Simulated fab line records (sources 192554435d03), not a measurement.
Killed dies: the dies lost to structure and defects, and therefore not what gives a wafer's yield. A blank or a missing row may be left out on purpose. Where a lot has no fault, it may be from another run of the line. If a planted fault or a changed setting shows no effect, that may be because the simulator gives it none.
Chamber matching / flow n5_finfet / 4 sister chambers for N5_BEOL_M15_STRIP_36 on rie_diel-03
The step strips in O2. 4 wafers are shown with their chamber, then 12 later ones without.

== EACH WAFER AND ITS CHAMBER ==
wafer=L087.6; chamber=1; drypump_motor_current_A (A)=5.3
wafer=L091.2; chamber=3; drypump_motor_current_A (A)=6.3
wafer=L091.3; chamber=0; drypump_motor_current_A (A)=5.1
wafer=L091.6; chamber=2; drypump_motor_current_A (A)=5.5

== WAFERS WITH NO CHAMBER GIVEN ==
wafer=L092.1; drypump_motor_current_A (A)=5.0
wafer=L092.2; drypump_motor_current_A (A)=5.5
wafer=L092.3; drypump_motor_current_A (A)=6.2
wafer=L094.1; drypump_motor_current_A (A)=6.3
wafer=L094.5; drypump_motor_current_A (A)=5.3
wafer=L094.6; drypump_motor_current_A (A)=5.5
wafer=L096.2; drypump_motor_current_A (A)=6.2
wafer=L096.4; drypump_motor_current_A (A)=5.3
wafer=L096.6; drypump_motor_current_A (A)=5.0
wafer=L097.3; drypump_motor_current_A (A)=5.3
wafer=L097.5; drypump_motor_current_A (A)=6.2
wafer=L097.6; drypump_motor_current_A (A)=5.0

== EACH ONE'S CHAMBER ==
wafer=L092.1; from the rows above=0; in truth=0
wafer=L092.2; from the rows above=2; in truth=2
wafer=L092.3; from the rows above=3; in truth=3
wafer=L094.1; from the rows above=3; in truth=3
wafer=L094.5; from the rows above=1; in truth=1
wafer=L094.6; from the rows above=2; in truth=2
wafer=L096.2; from the rows above=3; in truth=3
wafer=L096.4; from the rows above=1; in truth=1
wafer=L096.6; from the rows above=0; in truth=0
wafer=L097.3; from the rows above=1; in truth=1
wafer=L097.5; from the rows above=3; in truth=3
wafer=L097.6; from the rows above=0; in truth=0
12 of 12 placed correctly. Can't be placed from these rows: 0. Wrongly placed: 0.
How it was worked out, from the rows above alone: a wafer's distance from a chamber is the root of the sum, over the readings, of the square of ((its reading less the chamber's mean) divided by the reading's scatter). The wafer belongs to the nearest chamber; if the next one is less than 2 further off, it can't be placed. Each chamber's mean is taken over the wafers shown for it. The scatter: with one shown wafer a chamber, the root of the mean of the squares of how far each hidden wafer lies from its nearest shown one.
